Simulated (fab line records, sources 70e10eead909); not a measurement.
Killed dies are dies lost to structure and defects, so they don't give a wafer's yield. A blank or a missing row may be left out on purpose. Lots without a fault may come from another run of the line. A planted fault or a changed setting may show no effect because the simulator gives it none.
fab line records | flow nand_harc
record lots=13 wafers=39 last_day=34
route steps=1302 shown A_CONTACT@1090 A_BLC@1112
lots that met no fault: from a run of the same line without faults
start_h: hours from the record's first day to the start of the lot's first wafer shown | wait_h: hours since the lot's step before | " the same as in the row above | L1.1+2: a row that stands for several wafers | - no value, or no start given | * or withheld: withheld | < > ~ a bound
route shown NAME@n: a module of which the file shows steps, and the number in the route of the first | usual: mean/standard deviation of fault-free wafers | same: alike in all rows | chamber/n: place in a boat | sites: the reading at each site | _std_site: their standard deviation | _edge_site: outer sites' mean less inner sites' | radius_mm: how far each site lies from the wafer's centre | mask NAME#n: copy n | behind: the tool/chamber that last shaped the wafer | hold: why the lot was held/for how many hours/how that ended | device: the transistor (n, p or np) that didn't switch | end of line: the same wafers' tests at the end of the route | a step without rows: its recipe alone | killed: dies lost to structure and defects at the first sort, not the wafer's yield | map: a wafer's dies, x killed, . not, _ none there
set.NAME: the setting as run; set.NAME@STEP: as run at that earlier step | model.NAME: the simulator's own value behind a step, which no gauge read
steps of the route over a sample of lots; a table a step, a row a wafer
services: from which hour (start_h, from the record's first day; less than 0 if before it) a tool's chamber was out of use, for how many hours, and why
## steps
# step NHARC_A_CONTACT_ETCH_138
# recipe source_w=withheld pressure_mtorr=20 bias_v=1200 time_s=311 target_depth_a=19140 ar_flow_sccm=withheld c4f8_flow_sccm=withheld o2_flow_sccm=withheld chemistry=C4F8/O2/Ar
# columns lot.wafer tool chamber start_h wait_h rf_hours_counter_h
L859.4 har_cap_etch-02 0 529.64 0.2 -
L859.6 " 1 " " -
L859.5 " 0 " " -
L861.1 har_cap_etch-03 0 549.94 0.2 51
L861.3 " 0 " " -
L861.5 " 1 " " -
L863.2 har_cap_etch-03 1 558.15 0.2 53
L863.4 " 0 " " -
L863.6 " 1 " " -
L865.1 har_cap_etch-03 0 588.45 0.2 58
L865.2 " 1 " " 58
L865.4 " 1 " " -
L864.4 har_cap_etch-02 1 590.01 0.2 -
L864.5 " 1 " " -
L864.6 " 0 " " -
L866.1 har_cap_etch-03 1 594.13 0.2 59
L866.3 " 1 " " -
L866.5 " 0 " " -
L870.2 har_cap_etch-01 1 635.64 0.2 23
L870.1 " 0 " " 23
L870.6 " 0 " " -
L871.2 har_cap_etch-03 0 642.17 0.2 67
L871.1 " 1 " " 67
L871.4 " 0 " " -
L869.3 har_cap_etch-03 1 644.82 0.2 -
L869.6 " 1 " " -
L869.5 " 0 " " -
L868.2 har_cap_etch-02 0 654.21 0.2 117
L868.4 " 1 " " -
L868.6 " 1 " " -
L878.3 har_cap_etch-03 1 722.01 0.2 -
L878.6 " 0 " " -
L878.5 " 1 " " -
L880.1 har_cap_etch-02 0 743.06 0.3 128
L880.2 " 1 " " 128
L880.6 " 0 " " -
L881.3 har_cap_etch-03 0 748.38 0.2 -
L881.4 " 1 " " -
L881.5 " 0 " " -
# step NHARC_A_CONTACT_STRIP_26
# recipe o2_flow_sccm=500 ar_flow_sccm=0 bias_w=0 chemistry=O2
# usual drypump_motor_current_A=5.8/0.42 oes_product_au=1.003/0.0095 rf_vpp_V=57.6/0.89 showerhead_plenum_p_Torr=3.47/0.11 throttle_valve_pct=17.035/0.0099
# columns lot.wafer tool chamber start_h wait_h drypump_motor_current_A oes_product_au rf_hours_counter_h rf_vpp_V showerhead_plenum_p_Torr throttle_valve_pct
L859.4 rie_diel-10 0 - - 5.5 1.018 32 57.4 3.38 17.051
L859.5 " 0 " " 5.5 1.004 - 57.0 3.38 17.055
L859.6 " 1 " " 5.3 1.001 - 58.6 3.55 17.028
L863.2 rie_diel-08 2 - - 6.5 1.002 2 58.5 3.64 17.025
L863.4 " 0 " " 6.0 0.988 2 58.9 3.71 17.037
L863.6 " 1 " " 6.6 1.016 - 58.0 3.44 17.029
L861.1 rie_diel-10 1 - - 5.3 0.991 51 56.6 3.54 17.039
L861.3 " 2 " " 5.6 1.000 48 56.7 3.30 17.030
L861.5 " 0 " " 5.5 1.012 - 57.8 3.37 17.035
L865.4 rie_diel-01 2 - - 5.9 1.000 4 57.8 3.37 17.040
L865.2 " 0 " " 5.6 0.999 5 57.2 3.42 17.043
L865.1 " 1 " " 6.3 1.020 4 55.9 3.54 17.045
L864.4 rie_diel-01 1 - - 6.3 1.016 4 56.6 3.54 17.034
L864.5 " 1 " " 6.3 1.017 - 58.3 3.54 17.028
L864.6 " 2 " " 5.9 0.999 - 56.0 3.37 17.034
L866.1 rie_diel-10 0 - - 5.5 1.007 60 57.4 3.36 17.045
L866.3 " 3 " " 5.5 1.000 55 56.7 3.33 17.038
L866.5 " 0 " " 5.5 1.006 - 57.0 3.36 17.020
L870.2 rie_diel-01 2 - - 5.9 0.998 12 58.1 3.36 17.027
L870.1 " 0 " " 5.6 1.009 14 57.7 3.41 17.035
L870.6 " 3 " " 5.4 1.015 - 58.2 3.49 17.041
L871.4 rie_diel-10 1 - - 5.3 0.988 13 58.2 3.52 17.044
L871.1 " 2 " " 5.6 1.009 13 59.9 3.80 17.045
L871.2 " 3 " " 5.5 1.006 13 57.7 3.32 17.051
L869.3 rie_diel-08 2 - - 6.5 1.008 21 58.4 3.63 17.052
L869.6 " 1 " " 6.6 1.004 - 56.8 3.43 17.039
L869.5 " 2 " " 6.5 1.013 - 57.6 3.63 17.021
L868.4 rie_diel-01 0 - - 5.6 1.003 17 58.3 3.41 17.039
L868.2 " 2 " " 5.9 1.007 17 56.9 3.36 17.033
L868.6 " 1 " " 6.3 1.023 - 58.9 3.54 17.042
L878.3 rie_diel-08 1 - - 6.6 1.004 60 57.3 3.41 17.036
L878.5 " 2 " " 6.5 1.002 - 58.0 3.61 17.028
L878.6 " 3 " " 5.7 0.986 - 58.8 3.35 17.047
L880.2 rie_diel-01 3 - - 5.4 1.008 0 56.6 3.48 17.022
L880.1 " 1 " " 6.3 0.999 0 57.1 3.53 17.035
L880.6 " 2 " " 5.9 1.004 - 55.5 3.35 17.046
L881.3 rie_diel-01 3 - - 5.4 0.993 1 58.0 3.48 17.040
L881.4 " 0 " " 5.6 1.000 1 58.0 3.40 17.054
L881.5 " 1 " " 6.3 1.007 - 59.5 3.53 17.029
# step NHARC_A_CONTACT_ALD_18
# recipe target_thk_a=30 pulse_time_s=1 ald_cycles=150 temp_c=450 material=TiN
# usual heater_power_w=1075/120 precursor_pulse_height_rel=1.001/0.021
# same ald_cycles=150
# columns lot.wafer tool chamber start_h wait_h heater_power_w precursor_pulse_height_rel since_wet_clean_h
L859.4 ald_metal-04 2 531.55 - 1212 1.017 48
L859.6 " 0 " " 902 1.019 -
L859.5 " 1 " " 1035 1.054 -
L863.2 ald_metal-01 3 560.87 - 992 0.997 25
L863.4 " 1 " " 1036 0.953 25
L863.6 " 0 " " 1292 1.005 -
L861.1 ald_metal-01 3 565.24 - 1006 0.999 29
L861.3 " 0 " " 1314 1.007 29
L861.5 " 2 " " 1153 1.011 -
L865.4 ald_metal-01 0 590.44 - 1300 1.015 54
L865.2 " 1 " " 1083 1.026 54
L865.1 " 2 " " 1176 0.987 55
L864.4 ald_metal-04 2 591.97 - 1261 0.984 108
L864.5 " 3 " " 1069 1.014 -
L864.6 " 0 " " 870 1.016 -
L866.1 ald_metal-02 1 596.13 - 1123 1.009 154
L866.3 " 2 " " 1152 0.984 154
L866.5 " 3 " " 1077 0.977 -
L870.2 ald_metal-04 3 637.70 - 1045 1.007 154
L870.1 " 0 " " 903 1.012 154
L870.6 " 2 " " 1218 0.991 -
L871.2 ald_metal-01 3 644.16 - 1044 1.014 108
L871.4 " 0 " " 1337 0.991 108
L871.1 " 2 " " 1194 1.033 108
L869.3 ald_metal-04 0 646.90 - 919 1.027 163
L869.6 " 1 " " 1000 0.988 -
L869.5 " 2 " " 1220 1.036 -
L868.2 ald_metal-01 0 656.19 - 1321 0.997 120
L868.4 " 2 " " 1212 1.006 120
L868.6 " 0 " " 1338 1.016 -
L878.3 ald_metal-04 0 724.23 - 874 0.991 62
L878.6 " 1 " " 981 0.943 -
L878.5 " 2 " " 1199 0.994 -
L880.2 ald_metal-04 2 745.96 - 1191 0.997 84
L880.1 " 0 " " 898 1.014 84
L880.6 " 2 " " 1201 1.003 -
L881.3 ald_metal-02 0 750.32 - 898 0.951 130
L881.5 " 3 " " 1075 1.008 -
L881.4 " 0 " " 934 0.987 -
# step NHARC_A_BLC_SOFTBAKE_05
# recipe temp_c=105 time_s=55
# usual chill_plate_temp_C=23.01/0.096 heater_power_total_W=188.46/0.15
# columns lot.wafer tool chamber start_h wait_h chill_plate_temp_C heater_power_total_W
L859.4 litho_track-01 0 533 - 23.05 188.54
L859.5 " 0 " " 23.05 188.46
L859.6 " 0 " " 22.91 188.77
L863.2 litho_track-01 0 562 - 22.84 188.75
L863.4 " 0 " " 22.94 188.71
L863.6 " 0 " " 23.02 188.47
L861.1 litho_track-06 0 566 - 23.00 188.47
L861.3 " 0 " " 23.02 188.35
L861.5 " 0 " " 23.04 188.49
L865.1 litho_track-01 0 591 - 22.88 188.62
L865.2 " 0 " " 23.00 188.32
L865.4 " 0 " " 23.03 188.45
L864.4 litho_track-06 0 593 - 23.00 188.47
L864.5 " 0 " " 22.94 188.65
L864.6 " 0 " " 23.13 188.31
L866.1 litho_track-06 0 597 - 22.84 188.43
L866.3 " 0 " " 22.76 188.49
L866.5 " 0 " " 22.85 188.33
L870.1 litho_track-06 0 639 - 23.10 188.31
L870.2 " 0 " " 22.91 188.44
L870.6 " 0 " " 23.06 188.28
L871.1 litho_track-01 0 645 - 23.13 188.50
L871.2 " 0 " " 22.94 188.67
L871.4 " 0 " " 22.98 188.74
L869.3 litho_track-01 0 648 - 23.04 188.27
L869.5 " 0 " " 23.04 188.35
L869.6 " 0 " " 23.07 188.75
L868.2 litho_track-06 0 657 - 22.95 188.51
L868.4 " 0 " " 22.97 188.42
L868.6 " 0 " " 22.95 188.34
L878.3 litho_track-01 0 725 - 23.02 204.07
L878.5 " 0 " " 23.12 204.23
L878.6 " 0 " " 23.14 204.33
L880.1 litho_track-01 0 747 - 22.86 204.35
L880.2 " 0 " " 22.69 204.11
L880.6 " 0 " " 22.95 204.09
L881.3 litho_track-06 0 751 - 23.03 188.76
L881.4 " 0 " " 23.12 188.44
L881.5 " 0 " " 23.00 188.35
## services
# columns tool chamber start_h hours kind
ald_metal-01 - 517.50 0.8 repair
rie_diel-01 1 517.85 3.1 repair
har_cap_etch-03 - 525.41 0.4 repair
ald_metal-01 - 526.00 10.0 pm
ald_metal-04 1 526.23 4.7 repair
litho_track-06 - 529.00 7.0 pm
rie_diel-08 - 546.81 9.0 pm
har_cap_etch-02 - 556.00 0.6 repair
rie_diel-01 - 558.77 9.0 pm
rie_diel-08 1 569.81 4.9 repair
rie_diel-08 2 575.61 5.2 repair
rie_diel-01 2 593.29 2.6 repair
rie_diel-10 - 597.36 9.0 pm
rie_diel-10 0 621.08 12.0 repair
rie_diel-01 0 637.38 10.2 repair
ald_metal-04 - 652.00 10.0 pm
har_cap_etch-02 - 675.36 1.3 repair
litho_track-01 - 680.00 7.0 pm
rie_diel-01 - 692.11 1.1 repair
rie_diel-01 0 697.42 8.1 repair
rie_diel-01 - 702.43 0.4 repair
ald_metal-01 - 704.00 10.0 pm
litho_track-06 - 704.00 7.0 pm
rie_diel-01 - 735.77 9.0 pm
## key
first_sign step=NHARC_A_BLC_SOFTBAKE_05 reading=heater_power_total_W direction=up sigmas=99+ usual=* struck=*
effect none on later readings
met_at NHARC_A_BLC_SOFTBAKE_05
struck_lots L878,L880
tester_left_out L878,L880
not_acting_at NHARC_A_CONTACT_ETCH_138,NHARC_A_CONTACT_STRIP_26,NHARC_A_CONTACT_ALD_18
onset_between 648 725
fault kind=process_parameter_drift tool=litho_track-01 chamber=- onset_h=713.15 steps=NHARC_A_BLC_SOFTBAKE_05 channel=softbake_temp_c offset=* shape=step end_h=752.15 acts_in=* stated=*
# tester_left_out: of these lots the tester's yield and bins aren't shown, on N5 and GAA mostly nor the transistor test; their killed dies are dies lost to structure and defects alone, not to doping, threshold or leakage, so they don't give the yield
